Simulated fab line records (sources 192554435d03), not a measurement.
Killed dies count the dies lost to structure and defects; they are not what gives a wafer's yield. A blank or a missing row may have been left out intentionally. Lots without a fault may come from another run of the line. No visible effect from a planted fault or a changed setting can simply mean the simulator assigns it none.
fab line records	flow n5Finfet
record lots=15	wafers=45	lastDay=18
route steps=1938 shown BEOL_M6@1225
lots that met no fault: taken from a fault-free run of the same line
startH: the number of hours between the record's first day and the start of the first shown wafer of the lot	waitH: hours from the lot's prior step to this one	" unchanged from the row above	L1.1+2: several wafers, shown together as one row	- no value, or no start given	* or withheld: withheld	< > ~ a bound
route shown NAME@n: a module of which the file shows steps, and the number in the route of the first	usual: mean/standard deviation of fault-free wafers	same: alike in all rows	chamber/n: place in a boat	sites: per-site readings	_std_site: standard deviation of those values	_edge_site: the outer-site mean with the inner-site mean subtracted	radiusMm: how far each site lies from the wafer's centre	mask NAME#n: copy n	behind: the most recent tool/chamber to have shaped the wafer	hold: why the lot was held/for how many hours/how that ended	device: transistor that didn't switch, given as n, p or np	end of line: tests run on the same wafers once the route is complete	for a step that has no rows: nothing shown but its recipe	killed: count of dies lost to structure and defects at first sort (not the wafer's yield)	map: shows each die of a wafer: x if killed, . if not, _ if none is there
set.NAME: the setting the step ran with; set.NAME@STEP: the setting that earlier step ran with	model.NAME: the simulator's own value behind a step, which no gauge read
one table for each step of the route and one row for each wafer, over a sample of lots
services: when a tool's chamber went out of use (startH, in hours from the record's first day, below 0 if earlier), for how many hours, and the reason
## steps
# step N5_BEOL_M6_PEB_26
# recipe pebTempC=100	pebTimeS=60	resist=CAR-EUV
# usual chillPlateTempC=23.01/0.11	exhaustPa=45.1/0.81	plateTempC=99.98/0.14
lot.wafer	tool	chamber	startH	waitH	chillPlateTempC	exhaustPa	plateTempC
L297.1	lithoTrack-01	0	199.15	0.1	23.04	44.0	99.83
L297.2	"	0	"	"	23.13	44.8	99.78
L297.3	"	0	"	"	23.15	45.3	99.80
L298.1	lithoTrack-02	0	214.29	0.1	23.16	45.1	99.96
L298.5	"	0	"	"	22.97	44.9	99.85
L298.6	"	0	"	"	23.26	44.3	100.02
L300.1	lithoTrack-02	0	217.64	0.1	22.92	45.9	100.00
L300.5	"	0	"	"	22.99	45.7	99.99
L300.6	"	0	"	"	23.11	45.7	99.93
L302.2	lithoTrack-02	0	228.29	0.1	22.90	44.7	100.24
L302.3	"	0	"	"	22.99	44.7	100.07
L302.4	"	0	"	"	23.03	46.8	100.05
L306.2	lithoTrack-01	0	252.51	0.1	22.98	44.9	99.95
L306.5	"	0	"	"	23.05	44.1	100.07
L306.6	"	0	"	"	23.05	45.5	99.91
L309.1	lithoTrack-01	-	276.91	0.1	-	-	-
L309.4	"	-	"	"	-	-	-
L309.5	"	-	"	"	-	-	-
L308.1	lithoTrack-02	-	277.08	0.1	-	-	-
L308.4	"	-	"	"	-	-	-
L308.6	"	-	"	"	-	-	-
L310.3	lithoTrack-02	-	281.48	0.0	-	-	-
L310.4	"	-	"	"	-	-	-
L310.6	"	-	"	"	-	-	-
L312.1	lithoTrack-02	0	285.68	0.1	23.04	44.4	99.67
L312.2	"	0	"	"	22.84	45.5	99.78
L312.4	"	0	"	"	22.98	45.1	99.71
L313.1	lithoTrack-01	0	301.87	0.1	23.18	45.2	99.82
L313.2	"	0	"	"	23.04	45.3	99.88
L313.3	"	0	"	"	23.21	45.3	100.01
L315.1	lithoTrack-01	0	305.76	0.1	23.01	45.1	100.18
L315.2	"	0	"	"	23.04	45.0	100.08
L315.3	"	0	"	"	22.85	44.7	100.02
L314.1	lithoTrack-02	0	306.17	0.1	23.09	43.5	100.12
L314.4	"	0	"	"	22.93	43.8	100.06
L314.6	"	0	"	"	23.03	44.3	100.18
L317.1	lithoTrack-01	0	323.02	0.1	22.83	46.0	100.08
L317.4	"	0	"	"	23.01	43.4	100.01
L317.6	"	0	"	"	22.83	44.2	100.09
L318.2	lithoTrack-02	0	328.50	0.1	23.27	44.1	100.12
L318.3	"	0	"	"	23.29	44.5	99.94
L318.6	"	0	"	"	23.10	43.7	100.04
L320.1	lithoTrack-05	0	338.39	0.1	22.83	45.0	99.89
L320.4	"	0	"	"	23.01	44.9	99.93
L320.6	"	0	"	"	22.98	45.3	99.95
# step N5_BEOL_M6_ETCH_65
# recipe chemistry=CF4	target=SiARC	targetDepthA=156	maskMaterial=CAR-EUV	timeS=26	ionEnergyEv=80	pressureMtorr=40	sourceW=545	biasW=36	Ar_flow_sccm=100	cf4FlowSccm=100	ends=cleared
# usual drypumpMotorCurrentA=5.8/0.34	etchRfOnTimeS=26.0/0.51	oesProductAu=0.67/0.06	rfVppV=183.9/1.2	showerheadPlenumPTorr=2.13/0.075	throttleValvePct=15.61/0.27
lot.wafer	tool	chamber	startH	waitH	drypumpMotorCurrentA	etchRfOnTimeS	oesProductAu	rfHoursCounterH	rfVppV	showerheadPlenumPTorr	throttleValvePct
L297.1	rieDiel-04	2	199.39	0.0	5.6	26.0	0.64	187	184.8	2.21	16.03
L297.2	"	1	"	"	6.2	26.0	0.72	44	185.8	2.27	15.52
L297.3	"	0	"	"	5.5	25.2	0.72	81	184.1	2.08	15.29
L298.1	rieDiel-03	0	214.59	0.0	5.1	25.8	0.78	11	184.5	2.10	15.43
L298.5	"	0	"	"	5.0	25.8	0.79	-	183.9	2.10	15.44
L298.6	"	1	"	"	6.4	25.8	0.78	-	183.8	2.10	15.19
L300.1	rieDiel-01	2	217.96	0.0	6.2	27.0	0.59	219	183.8	2.12	15.57
L300.5	"	3	"	"	5.8	25.1	0.66	-	183.6	2.07	15.81
L300.6	"	2	"	"	6.2	26.8	0.59	-	184.3	2.12	15.57
L302.2	rieDiel-01	2	228.71	0.0	6.2	27.0	0.58	223	182.4	2.12	15.57
L302.3	"	3	"	"	5.7	25.3	0.65	137	183.7	2.07	15.83
L302.4	"	1	"	"	6.0	26.1	0.58	245	183.7	2.11	15.74
L306.2	rieDiel-01	0	254.21	0.0	6.0	25.7	0.68	128	182.8	2.06	15.32
L306.5	"	2	"	"	6.2	26.6	0.59	-	183.3	2.11	15.60
L306.6	"	3	"	"	5.7	24.9	0.65	-	183.2	2.06	15.85
L309.1	rieDiel-04	0	277.15	0.0	5.5	25.1	0.71	103	182.1	2.08	15.34
L309.4	"	3	"	"	5.7	25.9	0.69	70	186.3	2.26	15.71
L309.5	"	1	"	"	6.1	26.2	0.70	-	184.8	2.26	15.57
L308.1	rieDiel-01	3	277.32	0.0	5.7	25.2	0.65	159	182.6	2.06	15.86
L308.4	"	2	"	"	6.2	27.1	0.58	246	182.2	2.11	15.62
L308.6	"	1	"	"	5.9	25.3	0.82	-	183.6	2.10	15.28
L310.3	rieDiel-04	0	281.72	0.0	5.5	24.9	0.71	104	182.0	2.08	15.32
L310.4	"	2	"	"	5.6	26.1	0.62	212	186.0	2.21	16.09
L310.6	"	0	"	"	5.5	25.1	0.70	-	183.3	2.08	15.34
L312.1	rieDiel-01	3	285.92	0.0	5.8	24.9	0.65	162	181.8	2.06	15.87
L312.2	"	2	"	"	6.2	27.0	0.57	248	184.1	2.11	15.65
L312.4	"	1	"	"	6.0	25.5	0.81	9	182.2	2.10	15.29
L313.1	rieDiel-03	0	302.11	0.0	5.1	25.7	0.72	47	182.1	2.09	15.50
L313.2	"	1	"	"	6.3	25.6	0.73	56	184.3	2.09	15.28
L313.3	"	3	"	"	5.9	25.9	0.62	211	182.7	2.05	15.93
L315.1	rieDiel-03	0	306.29	0.0	5.1	25.7	0.74	48	183.6	2.09	15.50
L315.2	"	1	"	"	6.3	26.0	0.72	57	184.7	2.09	15.27
L315.3	"	2	"	"	5.5	26.1	0.62	190	186.0	2.21	16.01
L314.1	rieDiel-03	3	306.69	0.0	5.9	26.5	0.61	212	182.1	2.05	15.91
L314.4	"	1	"	"	6.4	26.2	0.71	58	183.3	2.09	15.27
L314.6	"	0	"	"	5.1	26.3	0.73	-	183.7	2.09	15.50
L317.1	rieDiel-03	3	323.26	0.0	5.9	26.0	0.62	217	183.1	2.04	15.93
L317.4	"	0	"	"	5.1	25.6	0.72	53	183.7	2.09	15.51
L317.6	"	2	"	"	5.5	25.9	0.62	-	184.8	2.21	16.02
L318.2	rieDiel-01	3	328.74	0.0	5.7	25.2	0.62	178	183.5	2.05	15.89
L318.3	"	0	"	"	6.1	26.3	0.66	156	183.8	2.05	15.39
L318.6	"	1	"	"	6.0	25.7	0.76	-	183.2	2.10	15.30
L320.1	rieDiel-04	3	338.64	0.0	5.7	26.5	0.66	90	186.2	2.25	15.75
L320.4	"	1	"	"	6.2	26.2	0.68	87	186.6	2.26	15.61
L320.6	"	2	"	"	5.6	26.4	0.60	-	184.2	2.20	16.12
# step N5_BEOL_M6_ETCH_66
# recipe chemistry=N2/H2	target=SOC	targetDepthA=800	overetchA=160	maskMaterial=SiARC	tempC=40	timeS=120	ionEnergyEv=200	pressureMtorr=30	sourceW=840	biasW=150	n2FlowSccm=200	h2FlowSccm=200
# usual drypumpMotorCurrentA=5.8/0.34	oesProductAu=0.60/0.051	rfVppV=523.3/2.6	showerheadPlenumPTorr=2.52/0.092	throttleValvePct=17.82/0.25
lot.wafer	tool	chamber	startH	waitH	drypumpMotorCurrentA	oesProductAu	rfHoursCounterH	rfVppV	showerheadPlenumPTorr	throttleValvePct
L297.1	rieDiel-04	2	199.42	0.0	5.6	0.57	187	525.6	2.62	18.16
L297.2	"	1	"	"	6.2	0.65	44	528.1	2.70	17.85
L297.3	"	0	"	"	5.5	0.64	81	522.8	2.47	17.45
L298.1	rieDiel-03	0	214.62	0.0	5.1	0.71	11	522.5	2.50	17.69
L298.5	"	0	"	"	5.1	0.70	-	522.6	2.50	17.68
L298.6	"	1	"	"	6.4	0.69	-	522.4	2.50	17.43
L300.1	rieDiel-01	2	217.99	0.0	6.2	0.54	219	522.4	2.51	17.80
L300.5	"	3	"	"	5.7	0.58	-	521.2	2.45	18.02
L300.6	"	2	"	"	6.2	0.54	-	522.4	2.51	17.80
L302.2	rieDiel-01	2	228.73	0.0	6.2	0.54	223	522.9	2.51	17.81
L302.3	"	3	"	"	5.7	0.59	137	519.4	2.44	18.01
L302.4	"	1	"	"	5.9	0.52	245	521.4	2.51	17.87
L306.2	rieDiel-01	0	254.24	0.0	6.1	0.61	128	521.7	2.44	17.60
L306.5	"	2	"	"	6.2	0.53	-	523.9	2.51	17.85
L306.6	"	3	"	"	5.7	0.57	-	521.7	2.44	18.04
L309.1	rieDiel-04	0	277.18	0.0	5.5	0.62	103	521.9	2.46	17.53
L309.4	"	3	"	"	5.6	0.61	70	528.7	2.68	17.83
L309.5	"	1	"	"	6.2	0.62	-	526.8	2.69	17.88
L308.1	rieDiel-01	3	277.35	0.0	5.7	0.56	159	519.4	2.44	18.07
L308.4	"	2	"	"	6.2	0.53	246	521.7	2.50	17.84
L308.6	"	1	"	"	5.9	0.72	-	521.5	2.50	17.44
L310.3	rieDiel-04	0	281.75	0.0	5.5	0.61	104	521.5	2.46	17.52
L310.4	"	2	"	"	5.6	0.56	212	525.1	2.61	18.20
L310.6	"	0	"	"	5.5	0.62	-	521.4	2.46	17.51
L312.1	rieDiel-01	3	285.95	0.0	5.8	0.57	162	519.4	2.43	18.06
L312.2	"	2	"	"	6.2	0.52	248	522.5	2.50	17.85
L312.4	"	1	"	"	6.0	0.71	9	521.8	2.50	17.46
L313.1	rieDiel-03	0	302.14	0.0	5.1	0.65	47	522.9	2.48	17.75
L313.2	"	1	"	"	6.4	0.65	56	523.0	2.48	17.51
L313.3	"	3	"	"	5.9	0.56	211	520.7	2.42	18.19
L315.1	rieDiel-03	0	306.32	0.0	5.1	0.65	48	521.7	2.48	17.75
L315.2	"	1	"	"	6.4	0.65	57	523.5	2.48	17.50
L315.3	"	2	"	"	5.5	0.55	190	525.1	2.64	18.16
L314.1	rieDiel-03	3	306.72	0.0	5.9	0.56	212	520.9	2.42	18.20
L314.4	"	1	"	"	6.4	0.64	58	522.6	2.48	17.50
L314.6	"	0	"	"	5.1	0.65	-	523.5	2.48	17.75
L317.1	rieDiel-03	3	323.29	0.0	5.9	0.55	217	518.9	2.42	18.20
L317.4	"	0	"	"	5.1	0.64	53	522.3	2.48	17.77
L317.6	"	2	"	"	5.5	0.56	-	526.1	2.63	18.17
L318.2	rieDiel-01	3	328.77	0.0	5.7	0.55	178	520.3	2.43	18.07
L318.3	"	0	"	"	6.1	0.59	156	520.4	2.43	17.66
L318.6	"	1	"	"	6.0	0.68	-	523.6	2.50	17.46
L320.1	rieDiel-04	3	338.66	0.0	5.7	0.60	90	528.1	2.67	17.86
L320.4	"	1	"	"	6.3	0.61	87	526.9	2.68	17.90
L320.6	"	2	"	"	5.6	0.55	-	526.8	2.61	18.25
# step N5_BEOL_M6_ETCH_41
# recipe chemistry=CH3F/O2	target=SiCN	targetDepthA=297	taperDeg=2	timeS=52	ionEnergyEv=120	maskMaterial=TiN	pressureMtorr=30	sourceW=395	biasW=75	Ar_flow_sccm=150	CH3F_flow_sccm=30	O2_flow_sccm=20
# usual drypumpMotorCurrentA=5.8/0.34	oesProductAu=0.78/0.07	rfVppV=297.0/1.7	showerheadPlenumPTorr=1.99/0.076	throttleValvePct=16.31/0.27
lot.wafer	tool	chamber	startH	waitH	drypumpMotorCurrentA	oesProductAu	rfHoursCounterH	rfVppV	showerheadPlenumPTorr	throttleValvePct
L297.1	rieDiel-04	2	-	-	5.6	0.74	187	298.9	2.07	16.75
L297.2	"	1	"	"	6.2	0.85	44	298.7	2.13	16.27
L297.3	"	0	"	"	5.5	0.83	81	295.7	1.94	15.99
L298.1	rieDiel-03	0	-	-	5.1	0.94	12	296.5	1.95	16.12
L298.5	"	0	"	"	5.1	0.94	-	298.4	1.96	16.11
L298.6	"	1	"	"	6.3	0.91	-	295.0	1.96	15.92
L300.1	rieDiel-01	2	-	-	6.2	0.69	219	296.8	1.98	16.30
L300.5	"	3	"	"	5.7	0.77	-	294.6	1.92	16.50
L300.6	"	2	"	"	6.2	0.69	-	295.6	1.98	16.30
L302.2	rieDiel-01	2	-	-	6.2	0.70	223	296.6	1.98	16.29
L302.3	"	3	"	"	5.7	0.77	137	295.6	1.92	16.51
L302.4	"	1	"	"	5.9	0.68	245	297.0	1.96	16.43
L306.2	rieDiel-01	0	-	-	6.0	0.79	128	294.7	1.92	16.01
L306.5	"	2	"	"	6.2	0.68	-	296.4	1.98	16.34
L306.6	"	3	"	"	5.7	0.75	-	295.2	1.92	16.52
L309.1	rieDiel-04	0	-	-	5.5	0.81	103	295.9	1.94	16.02
L309.4	"	3	"	"	5.7	0.80	70	299.7	2.12	16.44
L309.5	"	1	"	"	6.2	0.83	-	300.6	2.12	16.31
L308.1	rieDiel-01	3	-	-	5.7	0.75	159	295.4	1.91	16.55
L308.4	"	2	"	"	6.2	0.68	246	297.3	1.97	16.34
L308.6	"	1	"	"	5.9	0.94	-	296.7	1.96	15.98
L310.3	rieDiel-04	0	-	-	5.5	0.83	104	295.2	1.93	16.02
L310.4	"	2	"	"	5.6	0.72	212	298.6	2.06	16.81
L310.6	"	0	"	"	5.5	0.82	-	294.9	1.93	16.04
L312.1	rieDiel-01	3	-	-	5.7	0.75	162	296.6	1.91	16.53
L312.2	"	2	"	"	6.2	0.68	248	296.7	1.97	16.36
L312.4	"	1	"	"	5.9	0.94	9	295.9	1.96	15.97
L313.1	rieDiel-03	0	-	-	5.1	0.86	47	296.8	1.94	16.18
L313.2	"	1	"	"	6.4	0.85	56	295.6	1.95	15.98
L313.3	"	3	"	"	5.9	0.71	211	294.8	1.90	16.60
L315.1	rieDiel-03	0	-	-	5.1	0.85	48	296.2	1.94	16.16
L315.2	"	1	"	"	6.3	0.85	58	297.2	1.95	15.96
L315.3	"	2	"	"	5.5	0.72	190	299.2	2.07	16.73
L314.1	rieDiel-03	3	-	-	5.9	0.71	212	295.0	1.90	16.62
L314.4	"	1	"	"	6.3	0.84	58	295.5	1.95	15.97
L314.6	"	0	"	"	5.1	0.85	-	295.6	1.94	16.18
L317.1	rieDiel-03	3	-	-	5.9	0.71	217	296.5	1.90	16.62
L317.4	"	0	"	"	5.1	0.85	53	296.6	1.94	16.20
L317.6	"	2	"	"	5.5	0.73	-	298.4	2.06	16.72
L318.2	rieDiel-01	3	-	-	5.7	0.73	178	295.4	1.91	16.57
L318.3	"	0	"	"	6.1	0.76	156	296.5	1.91	16.06
L318.6	"	1	"	"	6.0	0.89	-	295.7	1.95	15.99
L320.1	rieDiel-04	3	-	-	5.7	0.78	90	299.8	2.11	16.48
L320.4	"	1	"	"	6.2	0.79	87	298.3	2.11	16.34
L320.6	"	2	"	"	5.6	0.71	-	298.7	2.05	16.82
## services
tool	chamber	startH	hours	kind
lithoTrack-01	-	179.45	-	consumableReplace:filter
rieDiel-01	1	203.47	7.2	repair
rieDiel-04	1	209.09	6.8	repair
rieDiel-03	2	212.85	15.3	repair
lithoTrack-02	-	213.56	-	consumableReplace:filter
rieDiel-04	-	240.08	14.6	pm
rieDiel-01	1	244.09	-	clean
rieDiel-01	1	244.09	-	consumableReplace:focusRing
rieDiel-01	1	244.09	13.9	scheduledDown
rieDiel-01	1	244.09	13.9	ventCycle
rieDiel-01	2	290.57	-	clean
rieDiel-01	2	290.57	-	consumableReplace:focusRing
rieDiel-01	2	290.57	21.6	scheduledDown
rieDiel-01	2	290.57	21.6	ventCycle
## key
firstSign step=N5_BEOL_M6_PEB_26	reading=toolRecord	direction=missing
effect none on later readings
metAt N5_BEOL_M6_PEB_26
struckLots L308,L309,L310
laterRowsLeftOut L308.1,L308.4,L308.6,L309.1,L309.4,L309.5,L310.3,L310.4,L310.6
sortLeftOut L308.1,L308.4,L308.6,L309.1,L309.4,L309.5,L310.3,L310.4,L310.6
notActingAt N5_BEOL_M6_ETCH_65,N5_BEOL_M6_ETCH_66,N5_BEOL_M6_ETCH_41
onsetBetween 252.51 276.91
fault kind=skippedStepWhole	tool=lithoTrack-01,lithoTrack-02	chamber=-	onsetH=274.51	steps=N5_BEOL_M6_PEB_26	scope=struckLotsOnly
# sortLeftOut: the simulated sort isn't trusted on such a fault, so these wafers' sort isn't shown, and their yield isn't known
# laterRowsLeftOut: the simulator's readings of these wafers behind a module that went badly wrong aren't trusted and aren't shown, but for the sort
